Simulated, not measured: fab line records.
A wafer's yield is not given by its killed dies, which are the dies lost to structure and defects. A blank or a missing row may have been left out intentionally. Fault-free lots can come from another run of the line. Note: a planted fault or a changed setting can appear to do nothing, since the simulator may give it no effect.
What tool caused it?	flow n5 finfet	10 lots, 30 wafers sampled, at 1 step of a route of 1938

WHAT EACH GAUGE READ, for each wafer
N5_BEOL_M4_RC_MEAS_101. Usual: DIBL_N 35.1 mV/V, standard deviation 1.6; DIBL_P 34.9 mV/V, standard deviation 1.8; IOFF_N 0.143 nA/um, standard deviation 0.026; IOFF_P 0.21 nA/um, standard deviation 0.037; ION_N 671 uA/um, standard deviation 11; ION_P 463 uA/um, standard deviation 7.8; SS_N 71.2 mV/dec, standard deviation 0.58; SS_P 73.0 mV/dec, standard deviation 0.54; VT_N 251 mV, standard deviation 3; VT_P -250 mV, standard deviation 4.1.
lot	measured	on	DIBL_N (mV/V)	DIBL_P (mV/V)	IOFF_N (nA/um)	IOFF_P (nA/um)	ION_N (uA/um)	ION_P (uA/um)	SS_N (mV/dec)	SS_P (mV/dec)	VT_N (mV)	VT_P (mV)	flag
L602	day 9 06:34	prober-01	31.5 35.8 33.8	31.2 35.1 33.7	0.092 0.149 0.122	0.12 0.16 0.15	661 655 663	455 450 453	69.7 71.0 70.4	72.1 72.9 73.3	259 251 252	-260 -255 -256	
L605	day 10 21:08	prober-01	35.0 34.8 35.4	34.1 33.8 34.2	0.118 0.119 0.134	0.16 0.15 0.16	657 654 675	451 450 453	71.6 71.5 71.7	72.6 72.9 72.6	257 255 253	-256 -261 -255	
L604	day 11 01:00	prober-01	34.3 35.9 33.5	35.1 36.5 34.4	0.135 0.155 0.131	0.20 0.23 0.20	681 691 668	467 467 469	71.2 71.6 71.2	73.2 73.7 72.3	254 251 252	-248 -246 -250	
L615	day 12 22:56	prober-01	35.7 35.8 34.8	35.6 35.3 34.3	0.147 0.151 0.132	0.19 0.18 0.18	670 672 679	459 459 464	71.4 71.8 71.2	73.1 72.7 72.9	250 250 251	-254 -255 -254	
L613	day 13 04:05	prober-01	34.3 37.8 39.0	32.9 37.6 37.7	0.113 0.182 0.201	0.21 0.30 0.29	654 681 676	457 475 466	70.6 71.5 72.7	72.9 73.5 74.2	259 249 249	-250 -243 -243	
L616	day 13 23:04	prober-01	34.1 34.5 34.7	34.2 33.9 36.2	0.138 0.140 0.165	0.20 0.19 0.24	668 670 696	462 459 477	70.5 71.0 71.9	73.2 73.2 73.1	251 253 246	-247 -249 -246	
L617	day 14 05:44	prober-01	33.6 36.4 33.3	33.2 36.0 32.2	0.113 0.156 0.106	0.18 0.22 0.16	655 676 656	462 475 455	70.6 71.6 70.8	72.5 73.7 71.9	253 252 255	-249 -248 -252	
L618	day 14 18:48	prober-01	34.3 37.4 36.3	33.8 38.1 36.9	0.121 0.175 0.154	0.19 0.26 0.23	656 675 674	450 472 472	71.3 71.4 71.2	72.6 73.6 72.7	253 249 251	-251 -247 -250	
L620	day 15 03:55	prober-01	37.5 35.5 36.4	36.4 34.0 35.6	0.162 0.135 0.157	0.26 0.23 0.25	673 673 677	469 466 476	71.4 71.0 71.7	73.5 73.5 74.0	252 251 250	-244 -247 -243	
L621	day 15 04:52	prober-01	35.0 34.8 35.2	35.3 36.6 35.1	0.138 0.135 0.132	0.21 0.23 0.21	667 661 677	463 462 474	71.1 71.2 71.0	73.1 73.1 73.1	249 249 249	-248 -247 -248	

WHICH TOOL RAN EACH LOT (tool, then ch and the chambers of the sampled wafers, then the start)
No process step before these readings appears in the record.

WHAT THE TOOLS THEMSELVES READ (means of the sampled wafers that have a number; where no wafer has one, the mark that the record gives instead)
The record holds no such reading with a usual standard deviation.

THE ANSWER, worked out from the rows above alone
Rule: a lot is off if the mean of its wafers that have a number lies more than 3 standard deviations from the usual mean. Also off: a lot with no number at a reading for which 4 or more lots have one. Where the step has rows for the other lots, those lots are counted as sound. First the gauges in route order, then the tools' own readings, where a lot's mean is used as printed above. The first step at which some lot is off is used, and at that step the reading that is off furthest; a lot without a number counts as furthest.
None of the lots is off at any reading shown; this tells nothing.

WHAT THE SIMULATOR HAD INSERTED
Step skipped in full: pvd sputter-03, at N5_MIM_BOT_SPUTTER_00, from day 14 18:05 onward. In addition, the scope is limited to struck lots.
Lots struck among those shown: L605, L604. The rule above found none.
